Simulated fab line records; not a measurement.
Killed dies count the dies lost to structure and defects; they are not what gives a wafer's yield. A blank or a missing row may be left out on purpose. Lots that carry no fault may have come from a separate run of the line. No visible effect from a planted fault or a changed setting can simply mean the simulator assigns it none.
A struck lot beside a sound one | flow nand-harc | 14 out of 1302 route steps
Sound: the wafers L799.1, L799.3, L799.6. The struck wafers were L790.1, L790.4, L790.6. At the end, the cause is stated.
Order at every step that has rows: each side's tool, ch and its chambers, its first start. Under that, the readings that differ: sound wafers | struck wafers | difference of the means | sigmas: that difference in standard deviations of wafers without a fault.
alike: a reading whose means differ by less than 2 such deviations, as well as words and numbers matching on both sides. not compared: withheld readings; readings where some wafer has no value; bounds like >300 that might hide an equal value; numbers whose values overlap and for which the record gives no deviation.
A row with sigmas, a row that says differs or no value, or rows on one side alone: a step with any of these is where the two part. Numbers that have no deviation but don't overlap get no sigmas and don't part them. A reading that every wafer of one side lacks parts them only if that side has two wafers or more.

NHARC_A_DECK1_JOINT_ETCHBACK_00: etches the open film in HBr, target depth 30 nm, time 17.4 s.
  sound on rie-si-02 ch 1,2, day 18 04:32; struck on rie-si-04 ch 0,2,3, day 14 16:25
  alike: drypump-motor-current-A, he-backside-leak-sccm, oes-product-au, throttle-valve-pct
  not compared: rf-hours-counter-h
then, 8 steps without rows for these wafers: NHARC_A_DECK1_JOINT_PRECLEAN_30 (cleans in SC1); NHARC_A_DECK1_JOINT_SRD_31; NHARC_A_DECK1_JOINT_CVD_34 (deposits SiNx, target thk 20 nm); NHARC_A_DECK1_JOINT_DEP_06 (deposits SiOx, target thk 80 nm); NHARC_A_DECK1_JOINT_CURE_26 (time 32 s); NHARC_A_DECK1_JOINT_ANNEAL_27 (time 3600 s); NHARC_A_DECK1_JOINT_ANNEAL_28 (time 1800 s); NHARC_A_DECK1_JOINT_ANNEAL_29 (time 1800 s).
NHARC_A_DECK1_JOINT_CMP_02: polishes SiOx.
  sound on cmp-03 ch 2,3, day 19 01:02; struck on cmp-01 ch 2,3, day 15 14:07
  alike: motor-current-A, retaining-ring-pressure-frac
  not compared: pad-life-wafers
after that, 1 step had no rows for these wafers: NHARC_A_DECK1_JOINT_SRD_15.
NHARC_A_DECK1_JOINT_DEP_16: deposits SiO2, target thk 45 nm.
  sound on pecvd-03 ch 0,1, day 19 01:25; struck on pecvd-04 ch 0,2, day 15 14:32
  reading            | sound             | struck               | difference | sigmas
  rf-fwd-power-W (W) | 897.6 890.9 898.1 | 1005.5 1004.9 1001.8 | +108.5     | +37
  alike: heater-power-w, throttle-valve-pct
NHARC_A_DECK1_JOINT_THK_MEAS_17: measures by ellipsometry.
  sound on film-metro-02, day 19 01:41; struck on film-metro-02, day 15 14:47
  alike: thk-nm
-- record jumps: 12 days between struck wafers' starts before vs after; left off in module A_DECK1_JOINT, resumes in module END, first step shown is number 1302 of the route --
NHARC_END_SORT_01:
  sound on prober-02 ch 0, day 30 12:17; struck on prober-02 ch 0, day 27 12:22
  reading         | sound | struck | difference | sigmas
  killed-at-other | 0 0 0 | 4 3 3  | +3         | +3
  alike: killed-at-array, killed-at-periphery, killed-dies, killed-open, killed-short

## WHERE THEY PART
First at NHARC_A_DECK1_JOINT_DEP_16; last, within this record, at NHARC_END_SORT_01.

WHY: what the simulator had put in
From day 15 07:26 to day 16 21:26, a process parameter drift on pecvd-04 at NHARC_A_DECK1_JOINT_DEP_16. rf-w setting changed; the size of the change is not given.
